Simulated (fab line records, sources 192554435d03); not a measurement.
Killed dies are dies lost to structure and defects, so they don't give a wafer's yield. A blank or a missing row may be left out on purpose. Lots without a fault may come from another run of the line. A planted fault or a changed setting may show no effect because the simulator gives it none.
Split-lot experiment | flow n5_finfet | 7 lots, 39 wafers read, on a route of 1938 steps

THE SPLIT
At N5_BEOL_M11_ETCH_66 (etches SOC in N2/H2, target depth 120 nm, overetch 24 nm, time 180 s), the setting time_s was moved away from the recipe's 180 s on 15 of the 39 wafers read, by -27.6% to +52.9%. The other wafers ran this setting at the recipe's value.

The reading is taken at the split's own step.

THE READING
SiARC_of_BEOL_M11_COAT_64.thk_nm (the simulator's own value, which no gauge read), in nm, at N5_BEOL_M11_ETCH_66 (etches SOC in N2/H2, target depth 120 nm, overetch 24 nm, time 180 s). The file gives no usual value for it. The 24 wafers here that ran the recipe average 22.9 nm, standard deviation 0.23 nm.

wafer  | tool, chamber at the split | time_s as run, s | against the recipe | SiARC_of_BEOL_M11_COAT_64.thk_nm, nm | against lot-mates on the recipe
L076.2 | rie_diel-03, 0,3,0         | 180              | recipe             | 23                                   | -
L076.3 | rie_diel-03, 0,3,0         | 180              | recipe             | 23                                   | -
L076.5 | rie_diel-03, 0,3,0         | 180              | recipe             | 23                                   | -
L082.1 | rie_diel-01, 0             | 226.9            | +26.1%             | 20.8                                 | -1.9
L082.2 | rie_diel-01, 3             | 226.9            | +26.1%             | 21.2                                 | -1.5
L082.3 | rie_diel-01, 2             | 180              | recipe             | 22.8                                 | -
L082.4 | rie_diel-01, 1             | 180              | recipe             | 22.4                                 | -
L082.5 | rie_diel-01, 3             | 180              | recipe             | 23                                   | -
L082.6 | rie_diel-01, 0             | 226.9            | +26.1%             | 20.6                                 | -2.1
L086.1 | rie_diel-03, 3             | 180              | recipe             | 22.8                                 | -
L086.2 | rie_diel-03, 2,0,0,1       | 180              | recipe             | 23                                   | -
L086.4 | rie_diel-03, 2,0,0,1       | 180              | recipe             | 23                                   | -
L086.5 | rie_diel-03, 2,0,0,1       | 180              | recipe             | 23                                   | -
L086.6 | rie_diel-03, 2,0,0,1       | 180              | recipe             | 23                                   | -
L086.3 | rie_diel-03, 1             | 180              | recipe             | 23.2                                 | -
L091.1 | rie_diel-03, 2,0           | 130.4            | -27.6%             | 25                                   | +2.1
L091.2 | rie_diel-03, 2,0           | 130.4            | -27.6%             | 25                                   | +2.1
L091.3 | rie_diel-03, 1,0           | 180              | recipe             | 22.8                                 | -
L091.6 | rie_diel-03, 1,0           | 180              | recipe             | 22.8                                 | -
L091.4 | rie_diel-03, 1             | 130.4            | -27.6%             | 24.8                                 | +1.9
L091.5 | rie_diel-03, 2             | 180              | recipe             | 23                                   | -
L092.1 | rie_diel-03, 1             | 227.2            | +26.2%             | 21.2                                 | -1.9
L092.2 | rie_diel-03, 2             | 227.2            | +26.2%             | 21.4                                 | -1.7
L092.5 | rie_diel-03, 2             | 227.2            | +26.2%             | 21.4                                 | -1.7
L092.3 | rie_diel-03, 0,1           | 180              | recipe             | 23                                   | -
L092.4 | rie_diel-03, 0,1           | 180              | recipe             | 23                                   | -
L092.6 | rie_diel-03, 0             | 180              | recipe             | 23.2                                 | -
L093.1 | rie_diel-01, 0             | 151.9            | -15.6%             | 23.8                                 | +1.1
L093.2 | rie_diel-01, 3             | 151.9            | -15.6%             | 24                                   | +1.3
L093.3 | rie_diel-01, 2             | 151.9            | -15.6%             | 24.2                                 | +1.5
L093.4 | rie_diel-01, 1,0           | 180              | recipe             | 22.6                                 | -
L093.6 | rie_diel-01, 1,0           | 180              | recipe             | 22.6                                 | -
L093.5 | rie_diel-01, 3             | 180              | recipe             | 23                                   | -
L097.1 | rie_diel-04, 3             | 275.3            | +52.9%             | 18.2                                 | -4.5
L097.2 | rie_diel-04, 1             | 275.3            | +52.9%             | 18.4                                 | -4.3
L097.6 | rie_diel-04, 1             | 275.3            | +52.9%             | 18.4                                 | -4.3
L097.3 | rie_diel-04, 2             | 180              | recipe             | 23                                   | -
L097.5 | rie_diel-04, 2             | 180              | recipe             | 23                                   | -
L097.4 | rie_diel-04, 3             | 180              | recipe             | 22.2                                 | -
Where a row lists several chambers, the file gives one row for several wafers and doesn't say which wafer went through which chamber.

THE FIT
A straight line over all 39 wafers: SiARC_of_BEOL_M11_COAT_64.thk_nm changes by -0.0789 nm for each +1% of time_s; r = -0.98; the points scatter about the line by 0.28 nm.
The same after taking each lot's own level away (the mean of its wafers on the recipe; 39 wafers): -0.0782 nm for each +1%; r = -0.99; scatter 0.22 nm.
On that fit, the largest move of time_s shifts the reading by 4.1 nm.
The lots' own levels span 22.73 to 23.07 nm, that is 1.4 times the standard deviation above.
So the lot-to-lot level changes the slope little: the two slopes agree.
Check: with one of the wafers moved furthest among these (+52.9%) left out of the fit, the line predicts -4.04 nm for it against its lot-mates. It came out at -4.53 nm against them.

OTHER SPLITS ON THESE WAFERS
These wafers also went through other splits before the reading. Each is held against what the fit with the lots' levels taken away leaves over:
other split on the same wafers               | wafers away from the commonest value | r with SiARC_of_BEOL_M11_COAT_64.thk_nm (lot level and that fit taken away)
N5_SD_EPI_N_ETCH_35 time_s                   | 18                                   | -0.20
N5_HKMG_FIN_DEVELOP_48 develop_time_s        | 15                                   | -0.09
N5_MOL_CONTACT_COAG_SPUTTER_143 target_thk_a | 15                                   | -0.27
N5_BEOL_M0_SAQP_ETCH_106 target_depth_a      | 9                                    | +0.07

THE FILE'S OWN FIT
SiARC_of_BEOL_M11_COAT_64.thk_nm changes by -0.0781 nm for each +1% of time_s, r = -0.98.
